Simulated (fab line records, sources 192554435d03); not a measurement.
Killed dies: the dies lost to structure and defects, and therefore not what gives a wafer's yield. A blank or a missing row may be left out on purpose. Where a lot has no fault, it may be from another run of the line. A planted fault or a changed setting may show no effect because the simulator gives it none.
fab line records ; flow n5-finfet
record lots=4; wafers=12; last-day=17
route steps=1938 shown SDB@374 DUMMY_REMOVAL@377 HKMG_FIN@385 BEOL_M4@1111
lots that met no fault: taken from a fault-free run of the same line
start-h: hours from the record's opening day to when the first of the lot's shown wafers began ; wait-h: how many hours have passed since the lot's step before this one ; " repeats the value in the row above ; L1.1+2: a row that stands for several wafers ; - no value present, or no start provided ; * or withheld: withheld ; < > ~ a bound
route shown NAME@n: names a module that has steps shown in the file, with the first one's number in the route ; usual: average and standard deviation across the fault-free wafers ; same: alike in all rows ; chamber/n: place in a boat ; sites: the reading at each site ; _std_site: their standard deviation ; _edge_site: the outer-site mean with the inner-site mean subtracted ; radius-mm: how far each site lies from the wafer's centre ; mask NAME#n: copy n ; behind: tool/chamber where the wafer was last shaped ; hold: why the lot was held/for how many hours/how that ended ; device: whichever transistor did not switch (one of n, p or np) ; end of line: at the end of the route, the tests of the same wafers ; for a step that has no rows: nothing shown but its recipe ; killed: dies that structure and defects cost at the first sort, which is not the same as the wafer's yield ; map: a wafer's dies, x killed, . not, _ none there
set.NAME: the setting as run; set.NAME@STEP: as run at that earlier step ; model.NAME: the simulator's own value behind a step, which no gauge read
certain route steps with their lots: each step a table, each wafer a row
services: when a tool's chamber went out of use (start-h, in hours from the record's first day, below 0 if earlier), for how many hours, and the reason
## steps
# step N5_SDB_CMP_30
# recipe stop-on=poly-Si; t-overpolish-s=1.54; post-cmp-clean=alkaline-brush; down-force-psi=4.1491; platen-rpm=51.796; pad-velocity-m-s=1.0306; target-thk-nm=30
# step N5_DUMMY_REMOVAL_HM_STRIP_01
# recipe chemistry=CH3F/O2; material=SiNx; target-depth-a=40; stop-on=poly-Si; time-s=6.8; over-etch-frac=0.3; ion-energy-ev=60; power-w=410; bias-w=29; Ar_flow_sccm=150; CH3F_flow_sccm=30; O2_flow_sccm=20
# step N5_DUMMY_REMOVAL_STRIP_10
# recipe chemistry=N2/H2; time-s=40; power-w=100; temp-c=40; pressure-mtorr=100; rf-frequency-hz=6e+07; bias-power-w=3; n2-flow-sccm=300; h2-flow-sccm=300
# step N5_DUMMY_REMOVAL_PRECLEAN_07
# recipe chemistry=dHF; time-s=30; temp-c=25; dilution=withheld
# step N5_DUMMY_REMOVAL_DUMMY_REMOVE_02
# recipe chemistry=TMAH; temp-c=70; target=poly-Si; stop-on=SiO2; target-depth-nm=142; conc-wt-pct=5; time-s=57; dry=ipa-marangoni; rinse-time-s=30; rinse-temp-c=23
# step N5_DUMMY_REMOVAL_PRECLEAN_08
# recipe chemistry=NF3:NH3; afs-cycles=2; temp-c=30; time-s=20; sublimation-temp-c=180; sublimation-time-s=60; pressure-torr=3; rf-power-w=30
# step N5_DUMMY_REMOVAL_PRECLEAN_04
# recipe chemistry=DHF; time-s=37; temp-c=25; dilution=500:1
# step N5_DUMMY_REMOVAL_SRD_05
# recipe dry=ipa-marangoni; do-ppb=5; time-s=30; temp-c=23; rinse-liquid=diw
# step N5_HKMG_FIN_IL_REGROW_00
# recipe material=SiO2; target-thk-a=7.5; chemistry=O3; temp-c=withheld; time-s=30
# step N5_HKMG_FIN_HK_ALD_01
# recipe material=HfO2; target-thk-a=16; temp-c=withheld; ald-precursor-family=HfCl4; ald-co-reactant=H2O; pulse-time-s=3; purge-time-s=3; co-reactant-purge-time-s=2.5; co-reactant-pulse-time-s=0.3; ald-cycles=30
# usual ald-cycles=30/0; precursor-pulse-height-rel=1.000/0.022
lot.wafer;tool;chamber;start-h;wait-h;ald-cycles;precursor-pulse-height-rel;model.HfO2_of_HKMG_FIN_HK_ALD_01.thk-nm
L453.2;ald-hk-02;3;137.71;0.1;30;0.990;1.6
L453.3;ald-hk-02;2;137.71;0.1;30;0.951;1.6
L453.6;ald-hk-02;2;137.71;0.1;30;0.994;1.6
L455.2;ald-hk-03;2;149.00;0.0;30;1.020;1.6
L455.3;ald-hk-03;3;149.00;0.0;30;0.990;1.6
L455.6;ald-hk-03;2;149.00;0.0;30;1.026;1.6
L463.2;ald-hk-03;1;195.81;0.0;38;1.026;2
L463.3;ald-hk-03;2;195.81;0.0;38;0.992;2
L463.6;ald-hk-03;2;195.81;0.0;30;0.997;1.6
L465.3;ald-hk-03;2;209.82;0.0;38;1.001;2
L465.4;ald-hk-03;1;209.82;0.0;30;0.999;1.6
L465.5;ald-hk-03;0;209.82;0.0;30;0.999;1.6
# step N5_HKMG_FIN_HK_ANNEAL_02
# recipe temp-c=700; time-s=30; ambient=N2; idle-temp-c=600; ramp-up-c-per-s=150; ramp-down-c-per-s=60; cool-to-c=600
# step N5_HKMG_FIN_ALD_74
# recipe material=La2O3; target-thk-a=5; temp-c=250; ald-precursor-family=La-Cp; ald-co-reactant=O3; pulse-time-s=6; co-reactant-pulse-time-s=1; purge-time-s=3; co-reactant-purge-time-s=3
# step N5_HKMG_FIN_ALD_75
# recipe material=Al2O3; target-thk-a=10; temp-c=150; ald-precursor-family=TMA; ald-co-reactant=H2O; pulse-time-s=withheld; co-reactant-pulse-time-s=1
# step N5_HKMG_FIN_COAT_41
# recipe resist=SOC; temp-c=250; time-s=60; spin-rpm=1500; resist-thk-nm=300
# step N5_HKMG_FIN_COAT_42
# recipe resist=SiARC; temp-c=220; time-s=60; spin-rpm=1500; resist-thk-nm=35
# step N5_HKMG_FIN_COAT_43
# recipe resist=CAR-ArF; spin-rpm=1500; resist-thk-nm=90
# step N5_HKMG_FIN_EBR_45
# recipe solvent=PGMEA; ebr-width-mm=1.5
# step N5_HKMG_FIN_SOFTBAKE_44
# recipe temp-c=110; time-s=60; resist=CAR-ArF
# step N5_HKMG_FIN_EXPOSE_46
# recipe mask-id=NDIPOLE; na=1.35; source-shape=conventional; sigma-outer=0.8; polarization=unpolarized; dose-mj=40
# step N5_HKMG_FIN_PEB_47
# recipe peb-temp-c=withheld; peb-time-s=60; resist=CAR-ArF
# step N5_HKMG_FIN_DEVELOP_48
# recipe develop-time-s=30; developer=TMAH; resist=CAR-ArF; rinse-liquid=diw; dry=air-spin; dev-temp-c=23
# step N5_HKMG_FIN_DESCUM_53
# recipe chemistry=O2; time-s=7.9; source-power-w=50; bias-power-w=20; pressure-mtorr=20; rf-frequency-hz=2.712e+07; temp-c=40; resist=CAR-ArF; o2-flow-sccm=225
# step N5_HKMG_FIN_ETCH_54
# recipe chemistry=CF4; target=SiARC; target-depth-a=455; mask-material=CAR-ArF; time-s=75.8; ion-energy-ev=80; pressure-mtorr=40; source-w=545; bias-w=36; Ar_flow_sccm=100; cf4-flow-sccm=100; ends=cleared
# step N5_HKMG_FIN_ETCH_55
# recipe chemistry=N2/H2; target=SOC; target-depth-a=2400; temp-c=40; time-s=300; ion-energy-ev=200; mask-material=SiARC; pressure-mtorr=30; source-w=840; bias-w=150; n2-flow-sccm=200; h2-flow-sccm=200
# step N5_HKMG_FIN_STRIP_56
# recipe chemistry=N2/H2; temp-c=40; n2-flow-sccm=200; h2-flow-sccm=200; rf-frequency-hz=6e+07
# step N5_HKMG_FIN_STRIP_57
# recipe chemistry=CF4; resist=SiARC; power-w=300; bias-power-w=75; pressure-mtorr=50; cf4-flow-sccm=150; rf-frequency-hz=6e+07
# step N5_HKMG_FIN_ETCH_58
# recipe chemistry=N2/H2; target=SOC; target-depth-a=2158; ion-energy-ev=50; bias-w=13; time-s=741; pressure-mtorr=30; source-w=875; n2-flow-sccm=200; h2-flow-sccm=200
# step N5_HKMG_FIN_STRIP_93
# recipe chemistry=N2/H2; material=SOC; time-s=20; power-w=500; temp-c=40; pressure-mtorr=50; rf-frequency-hz=6e+07; bias-power-w=8; h2-frac=0.5; n2-flow-sccm=300; h2-flow-sccm=300
# step N5_HKMG_FIN_WET_ETCH_76
# recipe chemistry=dNH4OH; mix=1:50; temp-c=25; target=Al2O3; stop-on=La2O3; target-depth-nm=2.25; dry=ipa-marangoni; rinse-time-s=30; rinse-temp-c=23
# step N5_HKMG_FIN_STRIP_60
# recipe chemistry=N2/H2; power-w=2500; temp-c=300; h2-frac=0.65; time-s=360; pressure-mtorr=withheld; n2-flow-sccm=1750; h2-flow-sccm=3250
# step N5_HKMG_FIN_WET_ETCH_77
# recipe chemistry=dHCl; mix=1:10000; temp-c=25; target=La2O3; stop-on=HfO2; target-depth-nm=2
# step N5_HKMG_FIN_WET_ETCH_78
# recipe chemistry=dNH4OH; mix=1:50; temp-c=25; target=Al2O3; stop-on=La2O3; target-depth-nm=4.5; dry=ipa-marangoni; rinse-time-s=30; rinse-temp-c=23
# step N5_HKMG_FIN_ALD_79
# recipe material=TiN; target-thk-a=15; temp-c=400; ald-precursor-family=TiCl4; ald-co-reactant=NH3; pulse-time-s=1; purge-time-s=3; co-reactant-purge-time-s=2; co-reactant-pulse-time-s=2; ald-cycles=68; pressure-torr=3
# step N5_HKMG_FIN_CVD_62
# recipe material=a-Si; target-thk-a=30; temp-c=500; precursor=Si2H6; pressure-torr=1; time-s=20.8
# step N5_HKMG_FIN_RTA_80
# recipe temp-c=withheld; time-s=2; ambient=N2; idle-temp-c=600; ramp-up-c-per-s=150; ramp-down-c-per-s=60; cool-to-c=600
# step N5_HKMG_FIN_PRECLEAN_64
# recipe chemistry=dHF; time-s=30; temp-c=25; dilution=withheld
# step N5_HKMG_FIN_THK_MEAS_70
# recipe thk-meas-gauge=xrf; reads=HfO2_of_HKMG_FIN_HK_ALD_01
# usual HK_THK=1.578/0.021
lot.wafer;tool;chamber;start-h;wait-h;HK_THK[nm]
L453.2;film-metro-02;-;141.45;0.2;1.553
L453.3;film-metro-02;-;141.45;0.2;1.576
L453.6;film-metro-02;-;141.45;0.2;1.558
L455.2;film-metro-01;-;152.84;0.2;1.586
L455.3;film-metro-01;-;152.84;0.2;1.598
L455.6;film-metro-01;-;152.84;0.2;1.577
L463.2;film-metro-02;-;199.18;0.2;1.938
L463.3;film-metro-02;-;199.18;0.2;1.983
L463.6;film-metro-02;-;199.18;0.2;1.565
L465.3;film-metro-02;-;213.43;0.2;1.984
L465.4;film-metro-02;-;213.43;0.2;1.551
L465.5;film-metro-02;-;213.43;0.2;1.561
# step N5_BEOL_M4_RC_MEAS_101
# usual DIBL_N=36.0/2.2; DIBL_P=35.9/2.6; EOT_N=10.51/0.098; EOT_P=10.47/0.098; IGATE_N=0.0129/0.0019; IGATE_P=0.0038/0.00058; IOFF_N=0.16/0.038; IOFF_P=0.21/0.042; ION_N=675/15; ION_P=463/10; SS_N=71.5/0.62; SS_P=73.2/0.76; VT_N=250/4.1; VT_P=-251/3.6
lot.wafer;tool;chamber;start-h;wait-h;DIBL_N[mV/V];DIBL_P[mV/V];EOT_N;EOT_P;IGATE_N[nA/um];IGATE_P[nA/um];IOFF_N[nA/um];IOFF_P[nA/um];ION_N[uA/um];ION_P[uA/um];SS_N[mV/dec];SS_P[mV/dec];VT_N[mV];VT_P[mV]
L453.2;prober-01;0;230.65;0.2;37.6;35.9;10.47;10.40;0.0162;0.0048;0.17;0.25;688;479;71.0;73.6;251;-247
L453.3;prober-01;0;230.65;0.2;36.6;33.7;10.60;10.53;0.0117;0.0035;0.13;0.20;673;468;70.5;72.3;251;-250
L453.6;prober-01;0;230.65;0.2;36.8;33.6;10.61;10.56;0.0108;0.0033;0.14;0.21;660;454;71.1;73.3;251;-249
L455.2;prober-02;0;253.82;0.2;37.5;36.4;10.40;10.50;0.0158;0.0046;0.17;0.21;690;475;71.8;73.3;250;-251
L455.3;prober-02;0;253.82;0.2;37.1;36.4;10.40;10.58;0.0115;0.0034;0.16;0.20;676;464;72.0;73.1;251;-249
L455.6;prober-02;0;253.82;0.2;37.3;36.6;10.40;10.52;0.0134;0.0038;0.17;0.21;687;467;71.5;73.7;249;-247
L463.2;prober-02;0;290.32;0.2;37.2;37.3;11.30;11.28;0.0007;0.0002;0.18;0.27;676;467;71.9;72.8;249;-246
L463.3;prober-02;0;290.32;0.2;38.2;37.3;11.35;11.42;0.0007;0.0002;0.20;0.28;658;449;71.9;73.7;249;-245
L463.6;prober-02;0;290.32;0.2;37.3;37.0;10.51;10.41;0.0128;0.0038;0.20;0.27;702;480;71.6;73.8;246;-244
L465.3;prober-02;0;306.66;0.3;35.9;37.1;11.37;11.24;0.0007;0.0002;0.18;0.25;671;466;71.4;73.5;245;-247
L465.4;prober-02;0;306.66;0.3;32.8;30.7;10.42;10.47;0.0128;0.0039;0.12;0.16;666;459;71.3;71.2;251;-253
L465.5;prober-02;0;306.66;0.3;36.8;37.0;10.69;10.70;0.0109;0.0033;0.20;0.25;690;472;71.9;73.3;244;-245
## services
tool;chamber;start-h;hours;kind
ald-hk-02;-;160.80;0.7;repair
ald-hk-03;-;201.60;1.5;repair
## key
first-sign step=N5_HKMG_FIN_HK_ALD_01; reading=ald-cycles; direction=up; sigmas=99+; usual=*; struck=*
effect step=N5_HKMG_FIN_THK_MEAS_70; reading=HK_THK; direction=up; sigmas=19; usual=1.578; struck=1.968
effect step=N5_BEOL_M4_RC_MEAS_101; reading=EOT_P; direction=up; sigmas=8.6; usual=10.47; struck=11.31
effect step=N5_BEOL_M4_RC_MEAS_101; reading=EOT_N; direction=up; sigmas=8.5; usual=10.51; struck=11.34
effect step=N5_BEOL_M4_RC_MEAS_101; reading=IGATE_N; direction=down; sigmas=6.3; usual=0.0129; struck=0.0007
effect step=N5_BEOL_M4_RC_MEAS_101; reading=IGATE_P; direction=down; sigmas=6.3; usual=0.0038; struck=0.0002
model-effect step=N5_HKMG_FIN_HK_ALD_01; value=HfO2_of_HKMG_FIN_HK_ALD_01.thk-nm; without=1.6; struck=2
met-at N5_HKMG_FIN_HK_ALD_01
struck-wafers L463.2,L463.3,L465.3
onset-between 149.00 195.81
fault kind=process-parameter-drift; tool=ald-hk-03; chamber=-; onset-h=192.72; steps=N5_HKMG_FIN_HK_ALD_01; channel=ald-cycles; offset=*; shape=step; end-h=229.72; scope=struck-wafers-only; acts-in=*; stated=*
